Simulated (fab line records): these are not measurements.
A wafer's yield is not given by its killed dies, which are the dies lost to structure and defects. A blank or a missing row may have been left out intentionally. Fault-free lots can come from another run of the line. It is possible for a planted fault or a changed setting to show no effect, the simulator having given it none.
Chamber matching -- flow n5-finfet -- rie-diel-01 running N5_BEOL_M2_ETCH_69: 4 sister chambers
The step etches SiARC in CF4, target depth 15.6 nm, time 26 s. 4 wafers are shown with their chamber, then 10 later ones without.

## WAFERS WITH THEIR CHAMBER
wafer,chamber,showerhead-plenum-p-Torr (Torr)
L082.3,0,2.23
L082.5,1,2.04
L086.1,3,2.19
L086.3,2,2.26

## WAFERS WHOSE CHAMBER IS MISSING
wafer,showerhead-plenum-p-Torr (Torr)
L086.4,2.23
L091.3,2.22
L091.4,2.26
L091.6,2.22
L090.1,2.26
L090.3,2.29
L090.5,2.29
L097.1,2.22
L097.2,2.18
L097.3,2.29

## THE CHAMBER EACH PASSED THROUGH
wafer,from the rows above,in truth
L086.4,can't be placed: 0 or 2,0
L091.3,can't be placed: 0 or 3 or 2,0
L091.4,can't be placed: 2 or 0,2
L091.6,can't be placed: 0 or 3 or 2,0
L090.1,can't be placed: 2 or 0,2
L090.3,can't be placed: 2 or 0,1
L090.5,can't be placed: 2 or 0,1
L097.1,can't be placed: 0 or 3 or 2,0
L097.2,3,3
L097.3,can't be placed: 2 or 0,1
1 of 10 placed correctly. These rows do not allow placing 9 (true chamber among the candidates in 6). Number placed wrongly: 0.
How it was worked out, from the rows above alone: a wafer's distance from a chamber is the root of the sum, over the readings, of the square of ((its reading less the chamber's mean) divided by the reading's scatter). The wafer belongs to the nearest chamber; if the next one is less than 2 further off, it can't be placed. Each chamber's mean is taken over the wafers shown for it. The scatter: root of mean squared gap, hidden wafer to nearest shown wafer, with one shown wafer a chamber.
